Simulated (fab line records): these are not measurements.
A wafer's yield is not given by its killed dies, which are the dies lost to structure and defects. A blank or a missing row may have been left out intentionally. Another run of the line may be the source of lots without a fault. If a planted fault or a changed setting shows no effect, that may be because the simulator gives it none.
Which tool was responsible? -- flow nand harc -- 12 lots, 35 wafers sampled, at 4 steps of a route of 1159

WHAT THE GAUGES READ, wafer by wafer
NHARC_P_STI_INSPECT_25.
lot,measured,on,raw defect count
L488,day 3 12:13,defect inspect-02,297 225 197
L489,day 3 22:22,defect inspect-02,210 125 164
L491,day 4 09:22,defect inspect-02,145 166 132
L493,day 5 00:29,defect inspect-02,198 272 199
L494,day 5 07:16,defect inspect-02,122 112 170
L497,day 5 20:26,defect inspect-02,201 92 170
L498,day 6 07:42,defect inspect-01,162 181 159
L500,day 6 22:09,defect inspect-02,213 227 149
L507,day 8 09:49,defect inspect-01,142 258
L509,day 9 02:04,defect inspect-01,254 477 234
L510,day 9 06:41,defect inspect-02,201 189 128
L511,day 9 06:41,defect inspect-01,202 170 129

NHARC_P_GATE_CD_MEAS_26 targets a cd of 120 nm.
lot,measured,on,cd nm (nm)
L488,day 4 11:19,cd sem-03,119.7 121.1 120.3
L489,day 4 21:40,cd sem-03,119.6 119.4 119.8
L491,day 5 08:41,cd sem-01,120.8 121.0 120.0
L493,day 5 23:38,cd sem-01,119.5 118.7 118.3
L494,day 6 08:07,cd sem-01,119.9 120.5 120.0
L497,day 6 18:25,cd sem-03,118.4 119.3 119.7
L498,day 7 06:33,cd sem-03,118.8 119.3 119.4
L500,day 7 20:08,cd sem-03,119.5 119.4 120.1
L507,day 9 09:24,cd sem-02,114.2 119.8
L509,day 10 00:46,cd sem-03,119.1 121.5 120.0
L510,day 10 06:43,cd sem-03,121.1 119.6 119.7
L511,day 10 07:17,cd sem-03,119.6 121.2 120.2

EACH LOT AND THE TOOL THAT RAN IT (in order: tool; ch and the chambers of the sampled wafers; start)
lot,NHARC_P_STI_CMP_21,NHARC_P_GATE_PEB_24
L488,"cmp-02 ch 1,2, day 3 03:31","litho track-06 ch 0, day 4 11:14"
L489,"cmp-02 ch 0,1,3, day 3 13:56","litho track-04 ch 0, day 4 21:35"
L491,"cmp-03 ch 1,2,3, day 4 01:02","litho track-06 ch 0, day 5 08:36"
L493,"cmp-01 ch 0,1,3, day 4 14:25","litho track-01 ch 0, day 5 23:33"
L494,"cmp-02 ch 0,1,2, day 4 21:52","litho track-06 ch 0, day 6 08:02"
L497,"cmp-02 ch 2,3, day 5 11:57","litho track-01 ch 0, day 6 18:20"
L498,"cmp-01 ch 0,1, day 5 20:39","litho track-01 ch 0, day 7 06:28"
L500,"cmp-03 ch 0,1,2, day 6 13:11","litho track-04 ch 0, day 7 20:03"
L507,"cmp-01 ch 1,3, day 8 01:24","litho track-01 ch 0, day 9 09:19"
L509,"cmp-02 ch 0,1,3, day 8 14:20","litho track-06 ch 0, day 10 00:41"
L510,"cmp-03 ch 1,2, day 8 22:19","litho track-06 ch 0, day 10 06:38"
L511,"cmp-01 ch 0,2,3, day 8 22:22","litho track-06 ch 0, day 10 07:12"
- NHARC_P_STI_CMP_21: polishes, t overpolish 20 s, target thk 380.67 nm.
- NHARC_P_GATE_PEB_24: peb time 65 s.

WHAT THE TOOLS THEMSELVES READ (means of the sampled wafers that have a number; where no wafer has one, the mark that the record gives instead)
NHARC_P_STI_CMP_21.
lot,tool,motor current A (A),overpolish run s (s)
L488,cmp-02,12.4,19.999
L489,cmp-02,12.1,20.012
L491,cmp-03,11.3,19.997
L493,cmp-01,13.9,19.998
L494,cmp-02,12.3,19.995
L497,cmp-02,12.5,20.001
L498,cmp-01,13.3,19.997
L500,cmp-03,12.5,20.003
L507,cmp-01,14.7,20.002
L509,cmp-02,12.0,19.991
L510,cmp-03,11.4,19.982
L511,cmp-01,12.9,19.996

NHARC_P_GATE_PEB_24.
lot,tool,heater power total W (W),plate temp C (C)
L488,litho track-06,156.6,99.91
L489,litho track-04,156.4,100.15
L491,litho track-06,156.7,99.97
L493,litho track-01,156.6,100.03
L494,litho track-06,156.7,99.93
L497,litho track-01,156.5,100.04
L498,litho track-01,156.9,99.99
L500,litho track-04,156.9,99.96
L507,litho track-01,156.6,99.95
L509,litho track-06,156.7,100.02
L510,litho track-06,156.9,100.04
L511,litho track-06,156.3,99.91

THE ANSWER, worked out from the rows above alone
Rule: what is usual is taken from the lots themselves. Put in order of their means at a reading, lots are off if they are a third of the lots or fewer, leave a main group of 4 or more, and stand apart from it by a gap of 3 or more times the standard deviation of the main group's means; of several such gaps the widest counts. Not used: any main group whose means are identical at the precision the tables above print for the reading. A lot without any number at a reading at which 4 lots or more have one is off too. The other lots that the step has rows for count as sound. Order of review: gauges by route order, followed by the tools' own readings, for which a lot's mean as printed above is used. The first step at which some lot is off is used, and at that step the reading that is off furthest; a lot without a number counts as furthest.
Off: L507 (NHARC_P_GATE_CD_MEAS_26, cd nm). Mean 119.8 nm and standard deviation 0.56 in the main group.
If a tool, at a process step before that reading, ran all the lots that are off and no sound lot after the first of them, it fits. Those tools and the gauges at NHARC_P_GATE_CD_MEAS_26 are tried in the same way. Undecided on this evidence; 2 tools fit (litho track-01 at NHARC_P_GATE_PEB_24, cd sem-02 at NHARC_P_GATE_CD_MEAS_26).

WHAT HAD BEEN PUT IN BY THE SIMULATOR
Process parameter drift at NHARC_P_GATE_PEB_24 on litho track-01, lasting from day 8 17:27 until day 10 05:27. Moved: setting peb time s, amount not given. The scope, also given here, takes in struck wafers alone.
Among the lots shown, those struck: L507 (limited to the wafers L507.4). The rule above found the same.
